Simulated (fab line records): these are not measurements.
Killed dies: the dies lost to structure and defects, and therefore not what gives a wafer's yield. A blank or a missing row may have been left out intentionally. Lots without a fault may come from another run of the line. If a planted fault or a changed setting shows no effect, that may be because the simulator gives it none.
fab line records    flow n5-finfet
[record] lots = 7  wafers = 39
route steps=1938 shown ZERO_LAYER@4 PMOS_HMC_CHANNEL_EPI@64 SD_EPI_N@288 MOL_CONTACT_COAG@608 BEOL_M2@883 BEOL_M4@1021 BEOL_M5@1191
start-h: start of the lot's first displayed wafer, in hours after the record's first day    wait-h: time in hours since the lot's previous step    " the same as in the row above    L1.1+2: a row that stands for several wafers    - no value present, or no start provided    * or withheld: withheld    < > ~ a bound
route shown NAME@n: names a module that has steps shown in the file, with the first one's number in the route    usual: mean and standard deviation over wafers with no fault    same: alike in all rows    chamber/n: place in a boat    sites: readings site by site    _std_site: standard deviation across them    _edge_site: mean of outer sites minus mean of inner sites    radius-mm: how far each site lies from the wafer's centre    mask NAME#n: copy n    behind: the most recent tool/chamber to have shaped the wafer    hold: what put the lot on hold/how long, in hours/how the hold closed    device: whichever transistor did not switch (one of n, p or np)    end of line: tests of these same wafers at the route's end    step lacking rows: just its recipe    killed: dies lost to structure and defects at the first sort, not the wafer's yield    map: shows each die of a wafer: x if killed, . if not, _ if none is there
set.NAME: the setting that was run; set.NAME@STEP: the one run at that earlier step    model.NAME: the simulator's own value behind a step, which no gauge read
lots run with intentionally changed settings; tables by step, rows by wafer
[[steps]]
[step N5_ZERO_LAYER_PECVD_02]
[recipe] material = SiO2  target-thk-a = 100  temp-c = 400  precursor = SiH4/N2O  pressure-torr = 0.75  rf-w = 275  time-s = 6
lot.wafer  tool      chamber  start-h  wait-h  set.time-s  model.SiO2_of_ZERO_LAYER_PECVD_02.thk-nm
L081.1     pecvd-01  2        54.28    0.0     6           9.757
L081.2     "         1        "        "       9.509       15.77
L081.3     "         0        "        "       9.509       15.59
L081.4     "         1        "        "       6           9.965
L081.5     "         0        "        "       9.509       15.87
L081.6     "         2        "        "       6           9.84
L085.1     pecvd-03  0        78.30    0.0     6           10.12
L085.2     "         2        "        "       6           10.1
L085.4     "         0        "        "       6           10.32
L089.1     pecvd-04  2        102.28   0.0     6           10.04
L089.2     "         1        "        "       3.367       5.593
L089.3     "         0        "        "       6           10.03
L089.4     "         0        "        "       3.367       5.769
L089.5     "         1        "        "       3.367       5.699
L089.6     "         2        "        "       6           10.1
L090.1     pecvd-03  1        108.28   0.0     6           9.7
L090.2     "         0        "        "       7.827       12.8
L090.3     "         1        "        "       7.827       13.14
L090.4     "         0        "        "       7.827       13.06
L090.5     "         1        "        "       6           10.04
L090.6     "         0        "        "       6           9.929
L091.1     pecvd-01  2        114.28   0.0     6           9.845
L091.2     "         1        "        "       6           9.814
L091.3     "         2        "        "       2.964       4.827
L091.4     "         1        "        "       2.964       4.902
L091.5     "         1        "        "       6           10.11
L091.6     "         2        "        "       2.964       4.873
L095.1     pecvd-03  0        138.29   0.0     6           10.06
L095.2     "         1        "        "       6           9.916
L095.3     "         2        "        "       6           9.756
L095.4     "         0        "        "       6           10.24
L095.5     "         2        "        "       6           9.941
L095.6     "         1        "        "       6           10.05
L096.1     pecvd-03  2        144.28   0.0     8.719       14.24
L096.2     "         0        "        "       6           10.08
L096.3     "         1        "        "       6           9.929
L096.4     "         1        "        "       8.719       14.63
L096.5     "         2        "        "       8.719       14.45
L096.6     "         0        "        "       6           10.22
[step N5_PMOS_HMC_CHANNEL_EPI_DEVELOP_08]
[recipe] develop-time-s = 30  developer = TMAH  resist = CAR-ArF-block  dev-temp-c = 23  rinse-liquid = diw  dry = air-spin
lot.wafer         tool            chamber  start-h  wait-h  set.develop-time-s
L081.1+2+6        litho-track-05  0        -        -       30
L081.3+4+5        "               0        "        "       18.84
L085.1+2+4        litho-track-04  0        -        -       30
L089.1+3+5        litho-track-04  0        -        -       46.04
L089.2+4+6        "               0        "        "       30
L090.1+3+4        litho-track-03  0        -        -       30
L090.2+5+6        "               0        "        "       16.77
L091.1+2+3+4+5+6  litho-track-05  0        -        -       30
L095.1+4+6        litho-track-04  0        -        -       30
L095.2+3+5        "               0        "        "       13.18
L096.1+5+6        litho-track-05  0        -        -       14.07
L096.2+3+4        "               0        "        "       30
[step N5_PMOS_HMC_CHANNEL_EPI_CD_MEAS_09]
[recipe] target-cd-nm = 237.4  landing-energy-ev = 500  detector = se-inlens
[usual] cd-nm = 237.1/0.9
lot.wafer  tool       chamber  start-h  wait-h  set.develop-time-s@PMOS_HMC_CHANNEL_EPI_DEVELOP_08  cd-nm
L081.1     cd-sem-02  0        60.48    -       30                                                  236.4
L081.2     "          0        "        "       30                                                  236.7
L081.3     "          0        "        "       18.84                                               234.6
L081.4     "          0        "        "       18.84                                               233.7
L081.5     "          0        "        "       18.84                                               233.2
L081.6     "          0        "        "       30                                                  236.3
L085.1     cd-sem-01  0        83.33    -       30                                                  238.7
L085.2     "          0        "        "       30                                                  238.8
L085.4     "          0        "        "       30                                                  239.9
L089.1     cd-sem-01  0        107.16   -       46.04                                               239.4
L089.2     "          0        "        "       30                                                  237.1
L089.3     "          0        "        "       46.04                                               238.9
L089.4     "          0        "        "       30                                                  236.4
L089.5     "          0        "        "       46.04                                               238.9
L089.6     "          0        "        "       30                                                  235.5
L090.1     cd-sem-01  0        113.37   -       30                                                  237.2
L090.2     "          0        "        "       16.77                                               234.0
L090.3     "          0        "        "       30                                                  237.6
L090.4     "          0        "        "       30                                                  236.6
L090.5     "          0        "        "       16.77                                               232.7
L090.6     "          0        "        "       16.77                                               234.2
L091.1     cd-sem-01  0        119.22   -       30                                                  238.5
L091.2     "          0        "        "       30                                                  238.7
L091.3     "          0        "        "       30                                                  237.9
L091.4     "          0        "        "       30                                                  236.3
L091.5     "          0        "        "       30                                                  238.0
L091.6     "          0        "        "       30                                                  237.9
L095.1     cd-sem-02  0        142.83   -       30                                                  237.6
L095.2     "          0        "        "       13.18                                               231.2
L095.3     "          0        "        "       13.18                                               231.5
L095.4     "          0        "        "       30                                                  237.4
L095.5     "          0        "        "       13.18                                               231.8
L095.6     "          0        "        "       30                                                  237.3
L096.1     cd-sem-03  0        149.16   -       14.07                                               230.9
L096.2     "          0        "        "       30                                                  237.6
L096.3     "          0        "        "       30                                                  236.2
L096.4     "          0        "        "       30                                                  236.1
L096.5     "          0        "        "       14.07                                               231.6
L096.6     "          0        "        "       14.07                                               231.5
[step N5_PMOS_HMC_CHANNEL_EPI_DESCUM_14]
[recipe] chemistry = O2  time-s = 7.9  source-power-w = 50  bias-power-w = 20  pressure-mtorr = 20  rf-frequency-hz = 2.712e+07  temp-c = 40  resist = CAR-ArF-block  o2-flow-sccm = 225
lot.wafer  tool         chamber  start-h  wait-h  set.develop-time-s@PMOS_HMC_CHANNEL_EPI_DEVELOP_08  model.PMOS_HMC_CHANNEL_EPI.cd-nm
L081.1     rie-diel-01  1        60.83    0.3     30                                                  236.3
L081.2     "            3        "        "       30                                                  236.8
L081.3     "            0        "        "       18.84                                               234.6
L081.4     "            2        "        "       18.84                                               233.9
L081.5     "            0        "        "       18.84                                               233.2
L081.6     "            1        "        "       30                                                  236.6
L085.1     rie-diel-05  2        83.42    0.0     30                                                  238.7
L085.2     "            3        "        "       30                                                  238.8
L085.4     "            1        "        "       30                                                  239.9
L089.1     rie-diel-05  0        107.25   0.0     46.04                                               239.2
L089.2     "            2        "        "       30                                                  236.8
L089.3     "            1        "        "       46.04                                               238.8
L089.4     "            3        "        "       30                                                  236.3
L089.5     "            3        "        "       46.04                                               239.1
L089.6     "            2        "        "       30                                                  236
L090.1     rie-diel-05  2        113.52   0.1     30                                                  237.8
L090.2     "            1        "        "       16.77                                               233.8
L090.3     "            3        "        "       30                                                  237.3
L090.4     "            0        "        "       30                                                  236.7
L090.5     "            1        "        "       16.77                                               232.9
L090.6     "            2        "        "       16.77                                               234.6
L091.1     rie-diel-06  3        119.31   0.0     30                                                  238.3
L091.2     "            1        "        "       30                                                  238.9
L091.3     "            0        "        "       30                                                  237.6
L091.4     "            2        "        "       30                                                  236.8
L091.5     "            1        "        "       30                                                  237.9
L091.6     "            0        "        "       30                                                  237.7
L095.1     rie-diel-06  3        142.91   0.0     30                                                  237.5
L095.2     "            0        "        "       13.18                                               231.2
L095.3     "            2        "        "       13.18                                               231.7
L095.4+6   "            2,0      "        "       30                                                  237.6
L095.5     "            3        "        "       13.18                                               231.8
L096.1     rie-diel-05  3        150.13   0.9     14.07                                               230.9
L096.2     "            0        "        "       30                                                  237.6
L096.3     "            2        "        "       30                                                  236.3
L096.4     "            1        "        "       30                                                  236.2
L096.5+6   "            3,0      "        "       14.07                                               231.5
[step N5_PMOS_HMC_CHANNEL_EPI_ETCH_32]
[recipe] chemistry = N2/H2  target = BARC  stop-on = SiO2  target-depth-a = 858  over-etch-frac = 0.3  time-s = 50.3  ion-energy-ev = 200  mask-material = CAR-ArF-block  pressure-mtorr = 30  source-w = 840  bias-w = 150  n2-flow-sccm = 200  h2-flow-sccm = 200
lot.wafer  tool         chamber  start-h  wait-h  set.develop-time-s@PMOS_HMC_CHANNEL_EPI_DEVELOP_08  model.PMOS_HMC_CHANNEL_EPI.cd-nm
L081.1     rie-diel-01  1        60.86    0.0     30                                                  238.8
L081.2     "            3        "        "       30                                                  240.2
L081.3     "            0        "        "       18.84                                               237.3
L081.4     "            2        "        "       18.84                                               236.2
L081.5     "            0        "        "       18.84                                               235.9
L081.6     "            1        "        "       30                                                  239.2
L085.1     rie-diel-05  2        83.46    0.0     30                                                  241.3
L085.2     "            3        "        "       30                                                  240.3
L085.4     "            1        "        "       30                                                  243
L089.1     rie-diel-05  0        107.28   0.0     46.04                                               241.3
L089.2     "            2        "        "       30                                                  240
L089.3     "            1        "        "       46.04                                               241.2
L089.4     "            3        "        "       30                                                  237.9
L089.5     "            3        "        "       46.04                                               240.8
L089.6     "            2        "        "       30                                                  239
L090.1     rie-diel-05  2        113.55   0.0     30                                                  240.7
L090.2     "            1        "        "       16.77                                               236.4
L090.3     "            3        "        "       30                                                  238.8
L090.4     "            0        "        "       30                                                  239
L090.5     "            1        "        "       16.77                                               236.2
L090.6     "            2        "        "       16.77                                               237.4
L091.1     rie-diel-06  3        119.34   0.0     30                                                  241.4
L091.2     "            1        "        "       30                                                  242.5
L091.3     "            0        "        "       30                                                  239.6
L091.4     "            2        "        "       30                                                  239.5
L091.5     "            1        "        "       30                                                  241.5
L091.6     "            0        "        "       30                                                  239.3
L095.1     rie-diel-06  3        142.95   0.0     30                                                  240.4
L095.2     "            0        "        "       13.18                                               232.6
L095.3     "            2        "        "       13.18                                               234.1
L095.4     "            2        "        "       30                                                  239.8
L095.5     "            3        "        "       13.18                                               234.5
L095.6     "            0        "        "       30                                                  239.7
L096.1     rie-diel-05  3        150.17   0.0     14.07                                               233.1
L096.2     "            0        "        "       30                                                  240
L096.3     "            2        "        "       30                                                  239.1
L096.4     "            1        "        "       30                                                  239.5
L096.5     "            3        "        "       14.07                                               233.2
L096.6     "            0        "        "       14.07                                               233.7
[step N5_SD_EPI_N_EPI_21]
[recipe] material = Si:P  dopant = P  temp-c = 680  pressure-torr = 255  time-s = 690
lot.wafer   tool          chamber  start-h  wait-h  set.epi-growth-time-s  model.Si-P_of_SD_EPI_N_EPI_21.thk-nm
L081.1      epi-rpcvd-02  0        96.08    0.1     690                    58
L081.2+5    "             0        "        "       690                    58.2
L081.3      "             0        "        "       690                    59
L081.4      "             0        "        "       690                    57.8
L081.6      "             0        "        "       690                    58.6
L085.1      epi-rpcvd-03  0        117.89   0.1     690                    59
L085.2+4    "             0        "        "       690                    59.4
L089.1+6    epi-rpcvd-01  0        142.91   0.1     690                    59.2
L089.2      "             0        "        "       690                    58.8
L089.3      "             0        "        "       690                    58.2
L089.4      "             0        "        "       690                    59.4
L089.5      "             0        "        "       690                    59
L090.1      epi-rpcvd-03  0        145.64   0.1     850.5                  68.4
L090.2      "             0        "        "       690                    58.8
L090.3      "             0        "        "       850.5                  69
L090.4      "             0        "        "       690                    59.6
L090.5      "             0        "        "       850.5                  68.2
L090.6      "             0        "        "       690                    59
L091.1+3    epi-rpcvd-01  0        151.40   0.1     382.2                  35.2
L091.2      "             0        "        "       382.2                  35.4
L091.4+5    "             0        "        "       690                    59
L091.6      "             0        "        "       690                    59.4
L095.1+2    epi-rpcvd-03  0        177.17   0.1     690                    59
L095.3      "             0        "        "       899.1                  70.8
L095.4      "             0        "        "       899.1                  71
L095.5      "             0        "        "       690                    59.2
L095.6      "             0        "        "       899.1                  71.2
L096.1+2+5  epi-rpcvd-02  0        183.88   0.2     690                    59.4
L096.3      "             0        "        "       314.9                  29.4
L096.4      "             0        "        "       314.9                  29.2
L096.6      "             0        "        "       314.9                  29.6
[step N5_SD_EPI_N_EPI_MEAS_23]
[recipe] mode = xrd
[usual] thk-nm = 59.3/1.3
lot.wafer  tool           chamber  start-h  wait-h  set.epi-growth-time-s@SD_EPI_N_EPI_21  thk-nm
L081.1     film-metro-01  -        97.81    1.5     690                                    59.8
L081.2     "              -        "        "       690                                    58.4
L081.3     "              -        "        "       690                                    59.1
L081.4     "              -        "        "       690                                    56.1
L081.5     "              -        "        "       690                                    59.8
L081.6     "              -        "        "       690                                    59.9
L085.1     film-metro-01  -        119.61   1.4     690                                    57.6
L085.2     "              -        "        "       690                                    59.7
L085.4     "              -        "        "       690                                    60.5
L089.1     film-metro-02  -        144.62   1.4     690                                    60.5
L089.2     "              -        "        "       690                                    57.8
L089.3     "              -        "        "       690                                    56.9
L089.4     "              -        "        "       690                                    60.0
L089.5     "              -        "        "       690                                    59.8
L089.6     "              -        "        "       690                                    60.5
L090.1     film-metro-02  -        147.35   1.4     850.5                                  69.7
L090.2     "              -        "        "       690                                    58.8
L090.3     "              -        "        "       850.5                                  71.5
L090.4     "              -        "        "       690                                    60.0
L090.5     "              -        "        "       850.5                                  70.5
L090.6     "              -        "        "       690                                    59.8
L091.1     film-metro-01  -        153.14   1.5     382.2                                  36.0
L091.2     "              -        "        "       382.2                                  34.9
L091.3     "              -        "        "       382.2                                  34.3
L091.4     "              -        "        "       690                                    58.5
L091.5     "              -        "        "       690                                    58.0
L091.6     "              -        "        "       690                                    60.5
L095.1     film-metro-01  -        178.88   1.4     690                                    57.0
L095.2     "              -        "        "       690                                    58.0
L095.3     "              -        "        "       899.1                                  70.1
L095.4     "              -        "        "       899.1                                  71.0
L095.5     "              -        "        "       690                                    58.5
L095.6     "              -        "        "       899.1                                  71.0
L096.1     film-metro-01  -        186.15   1.9     690                                    61.9
L096.2     "              -        "        "       690                                    57.9
L096.3     "              -        "        "       314.9                                  29.2
L096.4     "              -        "        "       314.9                                  28.9
L096.5     "              -        "        "       690                                    59.3
L096.6     "              -        "        "       314.9                                  27.4
[step N5_MOL_CONTACT_COAG_ALD_133]
[recipe] material = SiO2  target-thk-a = 50  temp-c = 100  ald-precursor-family = BDEAS  ald-co-reactant = O2-plasma  pulse-time-s = 1  co-reactant-pulse-time-s = 1  purge-time-s = 2  co-reactant-purge-time-s = 2  ald-cycles = 35  pressure-torr = 2
lot.wafer         tool        chamber      start-h  wait-h  set.ald-cycles  model.SiO2_of_MOL_CONTACT_COAG_ALD_133.thk-nm
L081.1+2+4        ald-sin-02  2,1,3        145.35   0.1     35              5
L081.3+5+6        "           0,0,3        "        "       14              2
L085.1+2+4        ald-sin-02  3,1,0        164.99   0.1     35              5
L089.1+4+6        ald-sin-03  0,1,3        193.37   0.1     35              5
L089.2+3+5        "           2,3,0        "        "       52              7.4
L090.1+4+5        ald-sin-02  1,3,0        198.57   0.1     27              3.8
L090.2+3+6        "           2,0,3        "        "       35              5
L091.1+4+6        ald-sin-02  3,1,3        201.37   0.2     35              5
L091.2+3+5        "           2,0,2        "        "       16              2.4
L095.1+2+3+4+5+6  ald-sin-03  0,3,1,2,2,1  228.15   0.1     35              5
L096.1+2+4        ald-sin-01  1,2,3        235.00   0.1     35              5
L096.3+5+6        "           0,1,0        "        "       18              2.6
[step N5_BEOL_M2_ETCHBACK_99]
[recipe] chemistry = CHF3  target = SiO2  target-depth-a = 50  time-s = 10.4  source-w = 215  bias-w = 47  Ar_flow_sccm = 200  CHF3_flow_sccm = 12  ion-energy-ev = 100  pressure-mtorr = 30
lot.wafer       tool         chamber    start-h  wait-h  set.time-s  model.CAR-EUV_of_BEOL_M2_COAT_22.thk-nm
L081.1+2+3+6    rie-diel-04  2,1,3,2    185.68   6.6     10.4        10.4
L081.4+5        "            1,3        "        "       10.4        10.6
L085.1+2+4      rie-diel-04  2,1,2      201.60   0.3     10.4        10.4
L089.1+2+5      rie-diel-03  1,2,2      225.23   4.0     10.4        10.4
L089.3+4+6      "            3,1,3      "        "       12.79       10.2
L090.1+2+3+4+6  rie-diel-03  2,3,0,1,1  235.54   0.3     10.4        10.4
L090.5          "            0          "        "       10.4        10.2
L091.1+2+4      rie-diel-02  0,3,1      251.50   10.1    10.4        10.4
L091.3+5        "            2,0        "        "       8.733       10.6
L091.6          "            3          "        "       8.733       10.4
L095.1          rie-diel-02  2          272.68   2.8     10.4        10.6
L095.2          "            1          "        "       16.59       10
L095.3+4        "            3          "        "       16.59       10.2
L095.5+6        "            1,2        "        "       10.4        10.4
L096.1+4+5      rie-diel-02  2          278.20   7.9     10.4        10.4
L096.2+3+6      "            1          "        "       5.033       10.8
[step N5_BEOL_M2_ETCH_70]
[recipe] chemistry = N2/H2  target = SOC  target-depth-a = 800  overetch-a = 240  mask-material = SiARC  temp-c = 40  time-s = 130  ion-energy-ev = 200  pressure-mtorr = 30  source-w = 840  bias-w = 150  n2-flow-sccm = 200  h2-flow-sccm = 200
[step N5_BEOL_M2_STRIP_71]
[recipe] chemistry = N2/H2  temp-c = 40  n2-flow-sccm = 200  h2-flow-sccm = 200  rf-frequency-hz = 6e+07
[step N5_BEOL_M2_ETCH_41]
[recipe] chemistry = CH3F/O2  target = SiCN  target-depth-a = 299  taper-deg = 2  time-s = 52.5  ion-energy-ev = 120  mask-material = TiN  pressure-mtorr = 30  source-w = 395  bias-w = 75  Ar_flow_sccm = 150  CH3F_flow_sccm = 30  O2_flow_sccm = 20
[step N5_BEOL_M2_STRIP_97]
[recipe] chemistry = N2/H2  time-s = 10  power-w = 450  temp-c = 40  pressure-mtorr = 20  rf-frequency-hz = 6e+07  bias-power-w = 7  n2-flow-sccm = 200  h2-flow-sccm = 200
[step N5_BEOL_M2_OCD_MEAS_38]
[usual] trench-depth-nm = 55.6/1
lot.wafer  tool    chamber  start-h  wait-h  set.time-s@BEOL_M2_ETCHBACK_99  trench-depth-nm
L081.1     ocd-02  -        186.08   -       10.4                            57.4
L081.2     "       -        "        "       10.4                            54.7
L081.3     "       -        "        "       10.4                            55.6
L081.4     "       -        "        "       10.4                            55.9
L081.5     "       -        "        "       10.4                            55.0
L081.6     "       -        "        "       10.4                            56.9
L085.1     ocd-02  -        202.00   -       10.4                            57.6
L085.2     "       -        "        "       10.4                            55.8
L085.4     "       -        "        "       10.4                            57.6
L089.1     ocd-01  -        225.62   -       10.4                            54.3
L089.2     "       -        "        "       10.4                            56.4
L089.3     "       -        "        "       12.79                           54.4
L089.4     "       -        "        "       12.79                           55.3
L089.5     "       -        "        "       10.4                            55.6
L089.6     "       -        "        "       12.79                           54.4
L090.1     ocd-01  -        235.94   -       10.4                            55.5
L090.2     "       -        "        "       10.4                            53.9
L090.3     "       -        "        "       10.4                            56.3
L090.4     "       -        "        "       10.4                            55.2
L090.5     "       -        "        "       10.4                            56.9
L090.6     "       -        "        "       10.4                            55.3
L091.1     ocd-01  -        251.90   -       10.4                            55.0
L091.2     "       -        "        "       10.4                            56.7
L091.3     "       -        "        "       8.733                           55.3
L091.4     "       -        "        "       10.4                            56.4
L091.5     "       -        "        "       8.733                           54.5
L091.6     "       -        "        "       8.733                           56.6
L095.1     ocd-02  -        273.07   -       10.4                            54.9
L095.2     "       -        "        "       16.59                           55.4
L095.3     "       -        "        "       16.59                           56.4
L095.4     "       -        "        "       16.59                           56.1
L095.5     "       -        "        "       10.4                            55.9
L095.6     "       -        "        "       10.4                            56.2
L096.1     ocd-02  -        278.78   -       10.4                            55.4
L096.2     "       -        "        "       5.033                           4.6
L096.3     "       -        "        "       5.033                           5.1
L096.4     "       -        "        "       10.4                            55.6
L096.5     "       -        "        "       10.4                            55.3
L096.6     "       -        "        "       5.033                           4.9
[step N5_BEOL_M4_ILD_DEP_00]
[recipe] material = SiOC  target-thk-a = 790  temp-c = 350  precursor = DEMS/O2  pressure-torr = 5  rf-w = 500  time-s = 15.3
lot.wafer  tool      chamber  start-h  wait-h  set.time-s  model.SiOC_of_BEOL_M4_ILD_DEP_00.thk-nm
L081.1     pecvd-03  2        200.40   0.0     12.19       61.8
L081.2     "         1        "        "       12.19       61.4
L081.3     "         0        "        "       12.19       60.4
L081.4     "         0        "        "       15.3        78.6
L081.5     "         1        "        "       15.3        77.8
L081.6     "         2        "        "       15.3        78.8
L085.1     pecvd-03  1        226.79   0.0     15.3        78
L085.2     "         0        "        "       15.3        77
L085.4     "         2        "        "       15.3        80.2
L089.1+3   pecvd-04  2,1      243.98   0.0     11.77       60.2
L089.2     "         0        "        "       11.77       61.4
L089.4     "         1        "        "       15.3        78.6
L089.5     "         2        "        "       15.3        80.4
L089.6     "         0        "        "       15.3        80.2
L090.1     pecvd-03  1        252.58   0.0     6.704       35.4
L090.2+4   "         2,0      "        "       15.3        78.8
L090.3     "         0        "        "       15.3        77.2
L090.5     "         1        "        "       6.704       35.8
L090.6     "         2        "        "       6.704       35.2
L091.1     pecvd-04  1        268.57   0.0     15.3        77.8
L091.2     "         2        "        "       15.3        78
L091.3     "         0        "        "       15.3        78.4
L091.4+6   "         1,0      "        "       15.3        79.6
L091.5     "         2        "        "       15.3        79.2
L095.1     pecvd-03  2        289.83   0.0     15.3        79
L095.2     "         0        "        "       15.3        77.2
L095.3     "         1        "        "       15.3        78.8
L095.4     "         1        "        "       15.3        80.4
L095.5     "         2        "        "       15.3        81
L095.6     "         0        "        "       15.3        78.2
L096.1     pecvd-04  0        292.62   0.0     15.3        78.6
L096.2     "         2        "        "       19.38       98.6
L096.3     "         1        "        "       15.3        77.8
L096.4     "         0        "        "       19.38       99.6
L096.5     "         2        "        "       19.38       99.4
L096.6     "         1        "        "       15.3        79.6
[step N5_BEOL_M4_THK_MEAS_01]
[recipe] reads = SiOC_of_BEOL_M4_ILD_DEP_00
[usual] M4_ILD_THK = 78.7/1
lot.wafer  tool           chamber  start-h  wait-h  set.time-s@BEOL_M4_ILD_DEP_00  M4_ILD_THK[nm]
L081.1     film-metro-02  -        200.47   0.0     12.19                          61.8
L081.2     "              -        "        "       12.19                          61.4
L081.3     "              -        "        "       12.19                          60.4
L081.4     "              -        "        "       15.3                           78.6
L081.5     "              -        "        "       15.3                           77.7
L081.6     "              -        "        "       15.3                           78.8
L085.1     film-metro-01  -        226.86   0.0     15.3                           77.9
L085.2     "              -        "        "       15.3                           77.0
L085.4     "              -        "        "       15.3                           80.3
L089.1     film-metro-01  -        244.05   0.0     11.77                          60.2
L089.2     "              -        "        "       11.77                          61.4
L089.3     "              -        "        "       11.77                          60.2
L089.4     "              -        "        "       15.3                           78.6
L089.5     "              -        "        "       15.3                           80.3
L089.6     "              -        "        "       15.3                           80.2
L090.1     film-metro-02  -        252.65   0.0     6.704                          35.3
L090.2     "              -        "        "       15.3                           78.7
L090.3     "              -        "        "       15.3                           77.3
L090.4     "              -        "        "       15.3                           78.8
L090.5     "              -        "        "       6.704                          35.8
L090.6     "              -        "        "       6.704                          35.2
L091.1     film-metro-01  -        268.64   0.0     15.3                           77.6
L091.2     "              -        "        "       15.3                           78.0
L091.3     "              -        "        "       15.3                           78.3
L091.4     "              -        "        "       15.3                           79.6
L091.5     "              -        "        "       15.3                           79.1
L091.6     "              -        "        "       15.3                           79.6
L095.1     film-metro-01  -        289.90   0.0     15.3                           78.9
L095.2     "              -        "        "       15.3                           77.4
L095.3     "              -        "        "       15.3                           78.7
L095.4     "              -        "        "       15.3                           80.4
L095.5     "              -        "        "       15.3                           80.9
L095.6     "              -        "        "       15.3                           78.1
L096.1     film-metro-01  -        292.69   0.0     15.3                           78.6
L096.2     "              -        "        "       19.38                          98.6
L096.3     "              -        "        "       15.3                           77.9
L096.4     "              -        "        "       19.38                          99.5
L096.5     "              -        "        "       19.38                          99.6
L096.6     "              -        "        "       15.3                           79.5
[step N5_BEOL_M5_DEP_56]
[recipe] material = SiCN  target-thk-a = 80  temp-c = withheld  precursor = 3MS/NH3  pressure-torr = 3  rf-w = 202  time-s = 14
lot.wafer     tool      chamber  start-h  wait-h  set.target-thk-a  model.SiCN_of_BEOL_M5_DEP_56.thk-nm
L081.1        pecvd-02  0        223.65   0.0     80                7.8
L081.2        "         1        "        "       108.4             10.8
L081.3+4      "         2,0      "        "       108.4             11
L081.5        "         2        "        "       80                8.2
L081.6        "         1        "        "       80                8
L085.1+4      pecvd-02  0        253.40   0.0     80                8
L085.2        "         1        "        "       80                7.8
L089.1+5      pecvd-01  1,0      273.87   0.0     120.4             12
L089.2        "         0        "        "       80                7.8
L089.3        "         2        "        "       120.4             11.8
L089.4+6      "         1,2      "        "       80                8.2
L090.1+3      pecvd-02  1,2      276.22   0.0     80                7.8
L090.2+5      "         0,1      "        "       33.52             3.4
L090.4        "         2        "        "       80                8
L090.6        "         0        "        "       33.52             3.2
L091.1+2      pecvd-01  0,1      297.63   0.0     80                7.8
L091.3+4+5+6  "         2,1,0,2  "        "       80                8
L095.1+6      pecvd-04  1        312.07   0.0     101.8             10
L095.2+5      "         2,0      "        "       80                7.8
L095.3        "         0        "        "       101.8             9.8
L095.4        "         2        "        "       80                8
L096.1+3      pecvd-01  2,0      315.17   0.0     80                7.6
L096.2+5+6    "         1,1,0    "        "       80                7.8
L096.4        "         2        "        "       80                8
[[key]]
[split] step = N5_ZERO_LAYER_PECVD_02  setting = time-s  stated = 6  by = wafer
[response] step = N5_ZERO_LAYER_PECVD_02  reading = model.SiO2_of_ZERO_LAYER_PECVD_02.thk-nm  change = +0.0996  per = 1%  r = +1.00
[split] step = N5_PMOS_HMC_CHANNEL_EPI_DEVELOP_08  setting = develop-time-s  stated = 30  by = wafer
[response] step = N5_PMOS_HMC_CHANNEL_EPI_CD_MEAS_09  reading = cd-nm  change = +0.0834  per = 1%  r = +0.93
[response] step = N5_PMOS_HMC_CHANNEL_EPI_DESCUM_14  reading = model.PMOS_HMC_CHANNEL_EPI.cd-nm  change = +0.0838  per = 1%  r = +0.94
[response] step = N5_PMOS_HMC_CHANNEL_EPI_ETCH_32  reading = model.PMOS_HMC_CHANNEL_EPI.cd-nm  change = +0.0849  per = 1%  r = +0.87
[split] step = N5_SD_EPI_N_EPI_21  setting = epi-growth-time-s  stated = 690  by = wafer
[response] step = N5_SD_EPI_N_EPI_21  reading = model.Si-P_of_SD_EPI_N_EPI_21.thk-nm  change = +0.511  per = 1%  r = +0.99
[response] step = N5_SD_EPI_N_EPI_MEAS_23  reading = thk-nm  change = *  per = 1%  r = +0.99
[split] step = N5_MOL_CONTACT_COAG_ALD_133  setting = ald-cycles  stated = 35  by = wafer
[response] step = N5_MOL_CONTACT_COAG_ALD_133  reading = model.SiO2_of_MOL_CONTACT_COAG_ALD_133.thk-nm  change = +0.0493  per = 1%  r = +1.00
[split] step = N5_BEOL_M2_ETCHBACK_99  setting = time-s  stated = 10.4  by = wafer
[response] step = N5_BEOL_M2_ETCHBACK_99  reading = model.CAR-EUV_of_BEOL_M2_COAT_22.thk-nm  change = -0.00675  per = 1%  r = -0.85
[response] step = N5_BEOL_M2_OCD_MEAS_38  reading = trench-depth-nm  shape = bent  at-lowest = 4.9  at-stated = 55.8  at-highest = 56.0
[split] step = N5_BEOL_M4_ILD_DEP_00  setting = time-s  stated = 15.3  by = wafer
[response] step = N5_BEOL_M4_ILD_DEP_00  reading = model.SiOC_of_BEOL_M4_ILD_DEP_00.thk-nm  change = +0.778  per = 1%  r = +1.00
[response] step = N5_BEOL_M4_THK_MEAS_01  reading = M4_ILD_THK  change = +0.779  per = 1%  r = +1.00
[split] step = N5_BEOL_M5_DEP_56  setting = target-thk-a  stated = 80  by = wafer
[response] step = N5_BEOL_M5_DEP_56  reading = model.SiCN_of_BEOL_M5_DEP_56.thk-nm  change = +0.0781  per = 1%  r = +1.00
